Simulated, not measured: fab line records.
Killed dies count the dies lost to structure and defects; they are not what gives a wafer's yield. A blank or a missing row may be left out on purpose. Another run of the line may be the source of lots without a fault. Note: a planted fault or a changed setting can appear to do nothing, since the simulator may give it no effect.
Chamber matching	flow n5-finfet	N5_GATE_CUT_ETCH_19 on rie-diel-03: 4 sister chambers
The step etches SiNx in CH3F/O2, target depth 53.7 nm, time 76.7 s. 14 wafers are shown with their chamber, then 7 later ones without.

## EACH WAFER AND ITS CHAMBER
wafer	chamber	oes_ar_750_au (a.u.)	showerhead-plenum-p-Torr (Torr)	drypump-motor-current-A (A)
L076.4	2	0.70	2.08	6.0
L076.5	2	0.70	2.08	6.0
L076.6	1	0.78	2.01	5.3
L083.3	3	0.76	2.12	4.8
L083.5	1	0.76	2.00	5.3
L083.6	3	0.76	2.12	4.8
L088.2	3	0.74	2.11	4.8
L088.4	1	0.76	2.00	5.4
L088.6	0	0.97	1.97	5.9
L089.1	1	0.76	2.00	5.3
L089.3	3	0.75	2.11	4.8
L089.6	0	0.97	1.97	6.0
L092.2	3	0.74	2.11	4.8
L092.3	1	0.75	1.99	5.4

SIGNATURES (averages over the wafers above)
reading	chamber 0	chamber 1	chamber 2	chamber 3	scatter within a chamber
oes_ar_750_au	0.9700	0.7620	0.7000	0.7500	0.00938
showerhead-plenum-p-Torr	1.9700	2.0000	2.0800	2.1140	0.00566
drypump-motor-current-A	5.950	5.340	6.000	4.800	0.0412
Rule: a wafer lies at a distance from a chamber equal to the root of the sum of squares, over the readings, of (its reading less the chamber's mean, divided by the reading's scatter). If the next closest chamber is less than 2 further off than the closest, the wafer can't be placed; otherwise it belongs to the closest. The scatter: take each reading less its chamber's mean, square it, sum over the shown wafers, divide by the number of wafers less the number of chambers, and take the root.

## WAFERS WHOSE CHAMBER IS MISSING
wafer	oes_ar_750_au (a.u.)	showerhead-plenum-p-Torr (Torr)	drypump-motor-current-A (A)
L092.5	0.94	1.96	5.9
L094.2	0.74	2.11	4.8
L094.4	0.96	2.07	6.0
L094.5	0.97	2.07	6.0
L096.3	0.74	1.99	5.3
L096.5	0.95	2.06	6.0
L096.6	0.74	1.99	5.3

## THE CHAMBER EACH PASSED THROUGH
wafer	from the rows above	in truth
L092.5	0	0
L094.2	3	3
L094.4	0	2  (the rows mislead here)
L094.5	0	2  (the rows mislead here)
L096.3	1	1
L096.5	0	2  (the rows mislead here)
L096.6	1	1
Correctly placed: 4 of 7. Can't be placed from these rows: 0. Wrongly placed: 3.
